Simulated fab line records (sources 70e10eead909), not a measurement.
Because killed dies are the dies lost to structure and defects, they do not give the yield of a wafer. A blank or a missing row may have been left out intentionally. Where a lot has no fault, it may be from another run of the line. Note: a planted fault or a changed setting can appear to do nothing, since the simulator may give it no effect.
Which of the tools did it? | flow nand-harc | 24 lots, 72 wafers sampled, at 4 steps of a route of 1302

WHAT EACH GAUGE READ, for each wafer
NHARC_A_DECK1_JOINT_THK_MEAS_14: measures by ellipsometry.
lot  | measured     | on            | thk-nm (nm)
L076 | day 11 16:28 | film-metro-02 | 51.9 51.7 53.5
L075 | day 11 16:29 | film-metro-01 | 50.3 53.0 50.3
L074 | day 12 00:25 | film-metro-02 | 50.3 51.9 51.4
L077 | day 12 12:48 | film-metro-01 | 48.3 52.4 48.9
L078 | day 12 18:31 | film-metro-01 | 52.7 52.6 51.2
L079 | day 13 14:50 | film-metro-01 | 49.8 52.6 51.7
L080 | day 13 14:50 | film-metro-02 | 51.5 50.1 50.4
L081 | day 14 18:47 | film-metro-01 | 51.6 51.6 52.5
L082 | day 14 18:47 | film-metro-02 | 53.5 53.0 51.8
L084 | day 15 00:19 | film-metro-02 | 51.4 50.8 52.0
L083 | day 15 00:19 | film-metro-01 | 51.0 52.0 50.6
L085 | day 15 15:22 | film-metro-01 | 49.6 49.4 52.8
L086 | day 16 07:02 | film-metro-01 | 52.0 53.1 51.8
L088 | day 17 06:55 | film-metro-01 | 53.5 48.8 50.3
L089 | day 17 06:55 | film-metro-02 | 50.0 49.0 50.7
L087 | day 17 11:51 | film-metro-02 | 52.5 49.5 49.1
L090 | day 17 21:56 | film-metro-01 | 52.4 50.9 50.9
L091 | day 18 07:58 | film-metro-01 | 51.6 51.6 51.5
L092 | day 18 14:02 | film-metro-02 | 49.5 51.8 51.5
L093 | day 19 02:25 | film-metro-01 | 52.3 51.4 52.0
L094 | day 19 10:32 | film-metro-01 | 51.0 49.0 50.7
L095 | day 20 10:47 | film-metro-01 | 49.8 50.5 51.5
L096 | day 20 15:38 | film-metro-01 | 50.9 51.4 52.6
L097 | day 20 20:23 | film-metro-02 | 47.9 48.0 53.4

NHARC_A_CHANNEL_HOLE_D2_CD_MEAS_10: target cd 100 nm.
lot  | measured     | on        | cd-nm (nm)
L076 | day 13 08:50 | cd-sem-01 | 100.1 100.6 100.9
L075 | day 13 10:32 | cd-sem-01 | 99.3 99.5 99.6
L074 | day 13 21:23 | cd-sem-03 | 99.6 100.2 99.6
L077 | day 14 08:47 | cd-sem-03 | 100.4 100.5 100.0
L078 | day 14 08:13 | cd-sem-03 | 99.0 99.7 99.1
L079 | day 15 07:16 | cd-sem-03 | 100.3 99.8 100.1
L080 | day 15 07:07 | cd-sem-02 | 100.9 100.7 100.8
L081 | day 16 21:21 | cd-sem-03 | 100.1 100.3 99.7
L082 | day 16 20:07 | cd-sem-01 | 100.2 99.9 101.3
L084 | day 16 20:08 | cd-sem-03 | 99.6 99.9 100.5
L083 | day 16 22:03 | cd-sem-01 | 99.3 99.2 99.7
L085 | day 17 15:19 | cd-sem-03 | 99.7 100.1 100.3
L086 | day 18 01:50 | cd-sem-02 | 99.3 99.0 100.2
L088 | day 18 22:29 | cd-sem-02 | 99.8 100.9 99.6
L089 | day 19 00:16 | cd-sem-01 | 99.0 100.0 99.7
L087 | day 18 22:39 | cd-sem-01 | 99.6 99.4 100.2
L090 | day 19 22:06 | cd-sem-03 | 100.6 99.7 99.9
L091 | day 19 22:36 | cd-sem-03 | 99.2 99.7 99.7
L092 | day 20 03:29 | cd-sem-02 | 98.9 100.1 100.2
L093 | day 20 20:03 | cd-sem-02 | 99.9 99.9 98.9
L094 | day 21 04:18 | cd-sem-03 | 100.5 101.1 100.9
L095 | day 22 13:42 | cd-sem-01 | 100.3 100.2 100.6
L096 | day 22 11:41 | cd-sem-02 | 99.9 99.9 100.7
L097 | day 22 16:14 | cd-sem-02 | 100.3 100.2 100.0

NHARC_A_CHANNEL_HOLE_D2_CD_MEAS_18.
lot  | measured     | on        | cd-nm (nm)
L076 | day 13 10:08 | cd-sem-03 | 102.6 100.9 100.0
L075 | day 13 11:49 | cd-sem-03 | 97.8 94.2 98.4
L074 | day 13 22:53 | cd-sem-03 | 101.8 97.7 95.4
L077 | day 14 10:04 | cd-sem-01 | 100.4 100.8 102.8
L078 | day 14 09:31 | cd-sem-01 | 96.4 98.5 96.9
L079 | day 15 08:34 | cd-sem-02 | 98.0 98.1 97.6
L080 | day 15 08:24 | cd-sem-01 | 98.0 98.6 101.2
L081 | day 16 22:39 | cd-sem-03 | 99.5 99.4 99.2
L082 | day 16 21:23 | cd-sem-01 | 98.0 99.1 101.0
L084 | day 16 21:26 | cd-sem-02 | 100.3 102.8 104.8
L083 | day 16 23:20 | cd-sem-03 | 100.3 100.4 98.0
L085 | day 17 17:00 | cd-sem-01 | 98.9 97.8 97.1
L086 | day 18 03:07 | cd-sem-01 | 98.3 102.1 97.2
L088 | day 18 23:47 | cd-sem-02 | 100.9 101.7 103.4
L089 | day 19 01:34 | cd-sem-01 | 101.3 100.7 100.6
L087 | day 18 23:56 | cd-sem-01 | 98.8 100.3 97.5
L090 | day 19 23:23 | cd-sem-03 | 97.8 98.6 97.6
L091 | day 19 23:53 | cd-sem-02 | 97.0 98.3 101.9
L092 | day 20 04:46 | cd-sem-01 | 97.6 97.5 98.9
L093 | day 20 21:20 | cd-sem-02 | 103.3 99.1 100.8
L094 | day 21 05:35 | cd-sem-03 | 99.4 102.9 98.2
L095 | day 22 14:59 | cd-sem-03 | 100.5 99.3 99.3
L096 | day 22 12:59 | cd-sem-02 | 99.5 100.5 101.0
L097 | day 22 17:32 | cd-sem-01 | 100.0 99.3 98.2

TOOL THAT RAN EACH LOT (tool first, then ch and the chambers of the sampled wafers, then the start)
lot  | NHARC_A_DECK1_JOINT_ETCHBACK_00
L076 | rie-si-01 ch 0,1,2, day 11 16:37
L075 | rie-si-05 ch 2,3, day 11 16:37
L074 | rie-si-05 ch 1,3, day 12 00:33
L077 | rie-si-01 ch 0,1,2, day 12 12:56
L078 | rie-si-05 ch 1,3, day 12 18:38
L079 | rie-si-01 ch 0,3, day 13 14:57
L080 | rie-si-05 ch 1,2,3, day 13 14:57
L081 | rie-si-01 ch 0,2,3, day 14 18:56
L082 | rie-si-06 ch 0,1, day 14 18:55
L084 | rie-si-06 ch 1,2,3, day 15 00:26
L083 | rie-si-05 ch 0,2,3, day 15 00:26
L085 | rie-si-01 ch 0,2, day 15 15:30
L086 | rie-si-06 ch 0,1,2, day 16 07:11
L088 | rie-si-05 ch 2,3, day 17 07:03
L089 | rie-si-01 ch 2,3, day 17 07:04
L087 | rie-si-06 ch 0,2, day 17 11:59
L090 | rie-si-05 ch 1,3, day 17 22:04
L091 | rie-si-01 ch 0,2,3, day 18 08:05
L092 | rie-si-05 ch 1,2,3, day 18 14:10
L093 | rie-si-05 ch 0,1, day 19 02:34
L094 | rie-si-05 ch 0,1,3, day 19 10:40
L095 | rie-si-06 ch 0,2, day 20 10:55
L096 | rie-si-05 ch 1,2,3, day 20 15:47
L097 | rie-si-05 ch 0,1,2, day 20 20:31
- NHARC_A_DECK1_JOINT_ETCHBACK_00: etches the open film in HBr, target depth 30 nm, time 17.4 s.

AS READ BY THE TOOLS THEMSELVES (means over the sampled wafers that have a number; for cases with no such wafer, the mark the record gives instead)
NHARC_A_DECK1_JOINT_ETCHBACK_00.
lot  | tool      | drypump-motor-current-A (A) | oes-product-au (a.u.) | throttle-valve-pct (%)
L076 | rie-si-01 | 5.2                         | 0.994                 | 23.262
L075 | rie-si-05 | 5.1                         | 1.013                 | 23.272
L074 | rie-si-05 | 5.2                         | 1.000                 | 23.252
L077 | rie-si-01 | 5.2                         | 0.985                 | 23.277
L078 | rie-si-05 | 5.2                         | 0.989                 | 23.273
L079 | rie-si-01 | 5.8                         | 1.001                 | 23.266
L080 | rie-si-05 | 5.1                         | 0.992                 | 23.264
L081 | rie-si-01 | 5.4                         | 0.997                 | 23.266
L082 | rie-si-06 | 5.3                         | 0.999                 | 23.260
L084 | rie-si-06 | 5.7                         | 0.993                 | 23.263
L083 | rie-si-05 | 5.2                         | 0.995                 | 23.253
L085 | rie-si-01 | 5.1                         | 0.991                 | 23.266
L086 | rie-si-06 | 5.5                         | 0.999                 | 23.267
L088 | rie-si-05 | 5.1                         | 1.008                 | 23.273
L089 | rie-si-01 | 5.5                         | 1.004                 | 23.264
L087 | rie-si-06 | 5.6                         | 0.991                 | 23.257
L090 | rie-si-05 | 5.2                         | 1.003                 | 23.264
L091 | rie-si-01 | 5.4                         | 0.994                 | 23.256
L092 | rie-si-05 | 5.1                         | 1.005                 | 23.261
L093 | rie-si-05 | 5.4                         | 0.991                 | 23.272
L094 | rie-si-05 | 5.3                         | 1.003                 | 23.271
L095 | rie-si-06 | 5.6                         | 1.000                 | 23.266
L096 | rie-si-05 | 5.1                         | 1.002                 | 23.271
L097 | rie-si-05 | 5.3                         | 0.995                 | 23.263

THE ANSWER, worked out from the rows above alone
Rule: the usual values come from the lots themselves. The widest of any qualifying gaps counts: lots, ordered by their means at a reading, are off when they make up no more than a third of the lots, leave a main group of 4 or more, and stand apart from it by 3 or more times the standard deviation of that group's means. The tables above print the reading to a certain number of digits; a main group whose means all agree to those digits is not used. A lot without any number at a reading at which 4 lots or more have one is off too. Where the step has rows for the other lots, those lots are counted as sound. After the gauges, taken in route order, come the tools' own readings; for these a lot's mean is taken, as printed above. The first step at which some lot is off is used, and at that step the reading that is off furthest; a lot without a number counts as furthest.
Across all readings shown, no lot is off: no conclusion can be drawn from this.

WHAT HAD BEEN PUT IN BY THE SIMULATOR
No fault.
